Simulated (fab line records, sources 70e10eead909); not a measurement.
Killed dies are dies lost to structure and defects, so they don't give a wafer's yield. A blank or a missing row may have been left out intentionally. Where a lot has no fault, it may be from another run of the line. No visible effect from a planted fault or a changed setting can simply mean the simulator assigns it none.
A lot that was struck, set against a sound lot / flow nand-harc / 12 steps out of a route of 1159
Sound: wafers L949.1, L949.2, L949.3. Wafers L959.1, L959.2, L959.6 were the ones struck. The cause is given at the end.
Per side, at each step with rows, come the tool, then ch with its chambers, and then its first start. Under that, the readings that differ: sound wafers / struck wafers / difference of the means / sigmas: that difference in standard deviations of wafers without a fault.
alike: readings with means less than 2 such deviations apart, plus words and numbers identical on both sides. not compared: withheld readings, readings lacking a value on some wafer, bounds such as >300 that could conceal the same value, and numbers that have no deviation in the record and whose values overlap.
Wherever a step has rows on one side only, a row that says differs or no value, or a row with sigmas, the two part there. When numbers do not overlap yet have no deviation, they are printed without sigmas and do not part them. A reading missing from all wafers of one side parts the sides only when that side holds two or more wafers.

NHARC_A_WL_FILL_INSPECT_15:
  sound on defect-inspect-01, day 16 22:16; struck on defect-inspect-02, day 19 18:59
  alike: raw-defect-count
NHARC_A_CONTACT_DEP_24: deposits SiO2, target thk 500 nm.
  sound on pecvd-01 ch 0,1,2, day 16 22:20; struck on pecvd-04 ch 1,2, day 19 19:04
  alike: heater-power-w, throttle-valve-pct
NHARC_A_CONTACT_DEP_28: deposits aC, target thk 3600 nm.
  sound on acl-dep-01 ch 0, day 17 00:13; struck on acl-dep-01 ch 0, day 19 20:06
  alike: throttle-valve-pct
NHARC_A_CONTACT_DEP_29: deposits SiON, target thk 70 nm.
  sound on pecvd-01 ch 0,1,2, day 17 02:35; struck on pecvd-01 ch 1,2, day 19 22:22
  alike: heater-power-w
then, 5 steps without rows for these wafers: NHARC_A_CONTACT_DEHYDRATE_32 (time 120 s); NHARC_A_CONTACT_HMDS_33 (time 30 s); NHARC_A_CONTACT_COAT_34 (time 75 s); NHARC_A_CONTACT_COAT_35 (time 65 s); NHARC_A_CONTACT_COAT_36 (resist thk 90 nm).
NHARC_A_CONTACT_SOFTBAKE_37: time 55 s.
  sound on litho-track-04 ch 0, day 17 02:00; struck on litho-track-04 ch 0, day 19 22:00
reading=heater-power-total-W (W); sound=188.43 188.33 188.37; struck=182.96 182.96 182.89; difference=-5.44; sigmas=-45
reading=plate-temp-C (C); sound=105.16 105.09 105.15; struck=102.72 102.82 102.73; difference=-2.38; sigmas=-22
next, for these wafers, 1 step has no rows: NHARC_A_CONTACT_EBR_38.
NHARC_END_SORT_01:
  the record has rows for the sound wafers here (prober-01 ch 0, day 20 07:31) and none for the struck ones

== WHERE THEY PART ==
First at NHARC_A_CONTACT_SOFTBAKE_37; last, within this record, at NHARC_END_SORT_01.

WHY: the cause the simulator had injected
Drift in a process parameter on litho-track-04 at NHARC_A_CONTACT_SOFTBAKE_37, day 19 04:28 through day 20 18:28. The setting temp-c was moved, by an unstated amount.
